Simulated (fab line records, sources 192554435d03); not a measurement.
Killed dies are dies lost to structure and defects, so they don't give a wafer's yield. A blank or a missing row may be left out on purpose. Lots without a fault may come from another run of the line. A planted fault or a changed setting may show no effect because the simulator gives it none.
Chamber matching | flow n5_finfet | N5_BEOL_M14_ETCH_59 on rie_diel-02: 4 sister chambers
The step etches BARC in N2/H2, target depth 89 nm, overetch 26.7 nm, time 67.9 s. 16 wafers are shown with their chamber, then 8 later ones without.

WAFERS WITH THEIR CHAMBER
wafer  | chamber | drypump_motor_current_A (A) | showerhead_plenum_p_Torr (Torr) | oes_product_au (a.u.)
L078.3 | 1       | 5.9                         | 2.60                            | 0.75
L078.4 | 2       | 5.6                         | 2.51                            | 0.78
L078.6 | 2       | 5.6                         | 2.51                            | 0.79
L081.2 | 2       | 5.6                         | 2.51                            | 0.78
L081.4 | 0       | 6.1                         | 2.41                            | 0.57
L081.6 | 0       | 6.1                         | 2.41                            | 0.57
L080.1 | 1       | 5.9                         | 2.60                            | 0.73
L080.2 | 2       | 5.6                         | 2.51                            | 0.76
L080.3 | 3       | 6.6                         | 2.51                            | 0.58
L082.2 | 3       | 6.6                         | 2.51                            | 0.58
L082.3 | 2       | 5.6                         | 2.51                            | 0.76
L082.6 | 1       | 5.9                         | 2.60                            | 0.74
L085.4 | 3       | 6.5                         | 2.51                            | 0.83
L085.5 | 3       | 6.6                         | 2.51                            | 0.83
L085.6 | 0       | 6.1                         | 2.72                            | 0.78
L089.1 | 2       | 5.6                         | 2.50                            | 0.74

SIGNATURES (means of the wafers above)
reading                  | chamber 0 | chamber 1 | chamber 2 | chamber 3 | scatter within a chamber
drypump_motor_current_A  | 6.100     | 5.900     | 5.600     | 6.575     | 0.025
showerhead_plenum_p_Torr | 2.5133    | 2.6000    | 2.5083    | 2.5100    | 0.0731
oes_product_au           | 0.6400    | 0.7400    | 0.7683    | 0.7050    | 0.0884
Rule: a wafer's distance from a chamber is the root of the sum, over the readings, of the square of ((its reading less the chamber's mean) divided by the reading's scatter). The wafer belongs to the nearest chamber; if the next one is less than 2 further off, it can't be placed. The scatter: the root of (the sum of the squares of (reading less its chamber's mean) over the shown wafers, divided by (wafers less chambers)).

WAFERS WITHOUT THEIR CHAMBER
wafer  | drypump_motor_current_A (A) | showerhead_plenum_p_Torr (Torr) | oes_product_au (a.u.)
L089.3 | 5.9                         | 2.59                            | 0.71
L089.4 | 6.5                         | 2.51                            | 0.82
L093.1 | 6.1                         | 2.72                            | 0.77
L093.4 | 5.9                         | 2.59                            | 0.70
L093.6 | 6.5                         | 2.50                            | 0.80
L092.2 | 6.1                         | 2.72                            | 0.76
L092.4 | 5.6                         | 2.49                            | 0.72
L092.6 | 6.6                         | 2.50                            | 0.79

WHICH CHAMBER EACH WENT THROUGH
wafer  | from the rows above | in truth
L089.3 | 1                   | 1
L089.4 | 3                   | 3
L093.1 | 0                   | 0
L093.4 | 1                   | 1
L093.6 | 3                   | 3
L092.2 | 0                   | 0
L092.4 | 2                   | 2
L092.6 | 3                   | 3
Placed correctly: 8 of 8. Can't be placed from these rows: 0. Placed wrongly: 0.
